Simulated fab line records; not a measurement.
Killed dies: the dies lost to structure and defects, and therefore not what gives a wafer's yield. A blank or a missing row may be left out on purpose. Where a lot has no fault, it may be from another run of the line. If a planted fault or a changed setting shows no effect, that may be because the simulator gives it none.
What tool caused it? -- flow n5_finfet -- 9 lots with 27 wafers sampled at 7 steps, on a route of 1938 steps

== WHAT EACH GAUGE READ, for each wafer ==
N5_BEOL_M0_RS_MEAS_126: the measuring method here is four-point-probe.
lot,measured,on,M0_RS (ohm/sq)
L436,day 8 09:12,film_metro-02,0.063 0.063 0.063
L437,day 8 11:54,film_metro-02,0.062 0.063 0.062
L441,day 9 09:50,film_metro-02,0.557 0.555 0.558
L442,day 9 14:45,film_metro-02,0.554 0.547 0.534
L444,day 10 07:15,film_metro-02,0.541 0.544 0.527
L445,day 10 13:02,film_metro-02,0.514 0.550 0.542
L447,day 11 01:19,film_metro-02,0.535 0.546 0.533
L448,day 11 07:14,film_metro-02,0.522 0.529 0.514
L450,day 11 17:23,film_metro-01,0.538 0.543 0.542

N5_BEOL_M0_INSPECT_127: inspects for defects (darkfield).
lot,measured,on,raw_defect_count
L436,day 8 09:14,defect_inspect-02,3595 3614 3587
L437,day 8 11:56,defect_inspect-02,3514 3680 3630
L441,day 9 09:52,defect_inspect-01,89 55 80
L442,day 9 14:46,defect_inspect-01,74 71 84
L444,day 10 07:16,defect_inspect-02,43 61 67
L445,day 10 13:04,defect_inspect-01,61 45 39
L447,day 11 01:20,defect_inspect-02,56 66 131
L448,day 11 07:15,defect_inspect-02,100 45 46
L450,day 11 17:25,defect_inspect-01,60 40 35

N5_BEOL_M4_RC_MEAS_101.
lot,measured,on,DIBL_N (mV/V),DIBL_P (mV/V),IOFF_N (nA/um),IOFF_P (nA/um),ION_N (uA/um),ION_P (uA/um),SS_N (mV/dec),SS_P (mV/dec),VT_N (mV),VT_P (mV)
L441,day 11 21:35,prober-01,34.7 36.6 36.2,34.6 36.6 35.9,0.13 0.15 0.14,0.18 0.20 0.19,674 669 683,464 457 465,70.5 71.8 71.5,73.1 72.7 72.9,248 251 253,-256 -250 -252
L442,day 11 16:10,prober-01,38.7 38.1 36.4,40.9 38.9 37.9,0.24 0.21 0.17,0.30 0.25 0.22,691 670 684,472 463 469,72.6 72.7 71.6,73.3 72.8 74.0,244 247 251,-245 -244 -247
L444,day 11 21:08,prober-02,39.6 38.2 36.8,39.5 36.9 36.1,0.21 0.18 0.16,0.29 0.24 0.22,684 682 674,476 469 464,71.4 72.2 71.6,74.8 73.5 73.5,243 247 248,-247 -251 -249
L445,day 12 23:16,prober-01,35.1 38.3 37.1,33.9 38.0 36.6,0.13 0.18 0.16,0.17 0.23 0.20,674 693 674,463 480 455,71.7 71.4 72.0,72.8 73.7 73.1,254 250 251,-256 -249 -253
L447,day 13 07:49,prober-01,37.3 35.4 35.8,37.4 36.2 35.8,0.19 0.16 0.17,0.26 0.23 0.23,682 676 688,470 472 471,71.5 70.8 70.9,73.0 73.6 72.9,244 247 247,-246 -248 -248
L448,day 13 22:16,prober-02,36.2 37.0 35.5,39.0 39.4 37.0,0.16 0.16 0.14,0.23 0.22 0.19,667 662 672,459 451 461,71.7 71.6 71.8,73.3 73.5 73.1,252 249 252,-248 -250 -250
L450,day 14 01:53,prober-02,34.6 36.8 36.9,33.6 35.7 35.7,0.13 0.17 0.16,0.20 0.23 0.23,674 690 682,473 475 473,70.6 71.4 71.3,72.7 73.0 72.5,250 249 253,-251 -247 -247

== EACH LOT AND THE TOOL THAT RAN IT (in order: tool; ch and the chambers of the sampled wafers; start) ==
lot,N5_BEOL_M0_ETCH_109,N5_BEOL_M0_DEGAS_112,N5_BEOL_M0_CMP_120,N5_BEOL_M0_PRE_CLEAN_131
L436,"rie_diel-04 ch 1,2, day 8 05:05","pvd_sputter-03, day 8 05:17","cmp-04 ch 0,2, day 8 08:35","cvd_co-01 ch 0,1,2, day 8 08:59"
L437,"rie_diel-04 ch 1,2,3, day 8 08:05","pvd_sputter-03, day 8 08:15","cmp-03 ch 0,3, day 8 11:23","cvd_co-02 ch 0,1, day 8 11:40"
L441,"rie_diel-04 ch 1,2,3, day 9 07:22","pvd_sputter-03, day 9 07:38","cmp-04 ch 0,3, day 9 09:19","cvd_co-01 ch 0,1, day 9 09:37"
L442,"rie_diel-05 ch 1,2,3, day 9 12:23","pvd_sputter-03, day 9 12:34","cmp-03 ch 0,2,3, day 9 14:11","cvd_co-01 ch 1,2, day 9 14:31"
L444,"rie_diel-05 ch 0,1, day 10 03:03","pvd_sputter-01, day 10 03:14","cmp-04 ch 0,1, day 10 06:41","cvd_co-02 ch 0,1,2, day 10 07:01"
L445,"rie_diel-04 ch 2,3, day 10 08:53","pvd_sputter-03, day 10 09:16","cmp-04 ch 1,2, day 10 12:31","cvd_co-01 ch 0,1,2, day 10 12:50"
L447,"rie_diel-04 ch 0,1,3, day 10 21:41","pvd_sputter-01, day 10 22:31","cmp-01 ch 0,3, day 11 00:46","cvd_co-01 ch 0,1, day 11 01:05"
L448,"rie_diel-05 ch 0,1,2, day 11 03:55","pvd_sputter-03, day 11 04:27","cmp-03 ch 0,1,3, day 11 06:40","cvd_co-02 ch 0,2, day 11 07:00"
L450,"rie_diel-06 ch 1,3, day 11 12:54","pvd_sputter-03, day 11 13:08","cmp-01 ch 1,3, day 11 16:50","cvd_co-02 ch 0,1, day 11 17:10"
- N5_BEOL_M0_ETCH_109: etches SiCN in CH3F/O2, target depth 8 nm, overetch 2.4 nm, time 27.4 s.
- N5_BEOL_M0_DEGAS_112: time 60 s.
- N5_BEOL_M0_CMP_120: polishes, stops on SiOC, t overpolish 6.9 s.
- N5_BEOL_M0_PRE_CLEAN_131: time 15 s.

== WHAT THE TOOLS THEMSELVES READ (means of the sampled wafers that have a number; where no wafer has one, the mark that the record gives instead) ==
N5_BEOL_M0_ETCH_109.
lot,tool,drypump_motor_current_A (A),oes_product_au (a.u.),rf_vpp_V (V),showerhead_plenum_p_Torr (Torr),throttle_valve_pct (%)
L436,rie_diel-04,5.5,0.72,297.8,2.05,16.49
L437,rie_diel-04,5.2,0.65,297.6,2.01,16.53
L441,rie_diel-04,5.2,0.66,297.3,2.01,16.54
L442,rie_diel-05,6.0,0.63,295.9,1.96,16.38
L444,rie_diel-05,6.0,0.62,296.6,1.91,16.60
L445,rie_diel-04,4.9,0.60,298.2,2.02,16.55
L447,rie_diel-04,5.6,0.66,297.5,2.02,16.56
L448,rie_diel-05,6.1,0.63,296.5,1.94,16.50
L450,rie_diel-06,5.4,0.66,294.8,1.87,16.45

N5_BEOL_M0_DEGAS_112.
lot,tool,heater_power_w (W)
L436,pvd_sputter-03,358
L437,pvd_sputter-03,343
L441,pvd_sputter-03,353
L442,pvd_sputter-03,352
L444,pvd_sputter-01,351
L445,pvd_sputter-03,342
L447,pvd_sputter-01,358
L448,pvd_sputter-03,361
L450,pvd_sputter-03,333

N5_BEOL_M0_CMP_120.
lot,tool,barrier_field_endpoint_s (s),clearing_platen_down_force_psi (psi),motor_current_A (A),overpolish_run_s (s),platen_rpm (rpm),time_to_endpoint_s (s)
L436,cmp-04,-,-,-,-,-,-
L437,cmp-03,-,-,-,-,-,-
L441,cmp-04,3.53,1.5011,5.9,6.898,50.00,57.3
L442,cmp-03,3.71,1.4994,6.0,6.901,49.98,61.6
L444,cmp-04,3.55,1.5012,6.0,6.890,50.00,63.7
L445,cmp-04,3.80,1.4996,6.5,6.891,50.00,63.7
L447,cmp-01,3.66,1.4977,5.6,6.894,49.99,64.5
L448,cmp-03,3.80,1.4991,6.2,6.897,50.02,64.5
L450,cmp-01,3.61,1.4968,6.1,6.893,49.99,66.4

N5_BEOL_M0_PRE_CLEAN_131.
lot,tool,heater_power_w (W)
L436,cvd_co-01,84
L437,cvd_co-02,72
L441,cvd_co-01,68
L442,cvd_co-01,99
L444,cvd_co-02,81
L445,cvd_co-01,83
L447,cvd_co-01,70
L448,cvd_co-02,88
L450,cvd_co-02,73

== THE ANSWER, worked out from the rows above alone ==
Rule: the lots themselves supply what counts as usual. Put in order of their means at a reading, lots are off if they are a third of the lots or fewer, leave a main group of 4 or more, and stand apart from it by a gap of 3 or more times the standard deviation of the main group's means; of several such gaps the widest counts. If all means in a main group match to the digits the tables above print for the reading, that group is not used. Also off: a lot with no number at a reading for which 4 or more lots have one. All remaining lots with rows at the step are treated as sound. After the gauges, taken in route order, come the tools' own readings; for these a lot's mean is taken, as printed above. At the first step where some lot is off, the reading lying furthest off is the one used; lots without a number count as furthest.
Off: at N5_BEOL_M0_RS_MEAS_126 (M0_RS), L436, L437. Main group: mean 0.539 ohm/sq, sd 0.0098.
If a tool, at a process step before that reading, ran all the lots that are off and no sound lot after the first of them, it fits. The gauges at N5_BEOL_M0_RS_MEAS_126 aren't tried: what is off there is off at N5_BEOL_M0_INSPECT_127 too, on other tools, and a gauge's error can't cause that. Of those tried, none fits.

== WHAT THE SIMULATOR HAD PUT IN ==
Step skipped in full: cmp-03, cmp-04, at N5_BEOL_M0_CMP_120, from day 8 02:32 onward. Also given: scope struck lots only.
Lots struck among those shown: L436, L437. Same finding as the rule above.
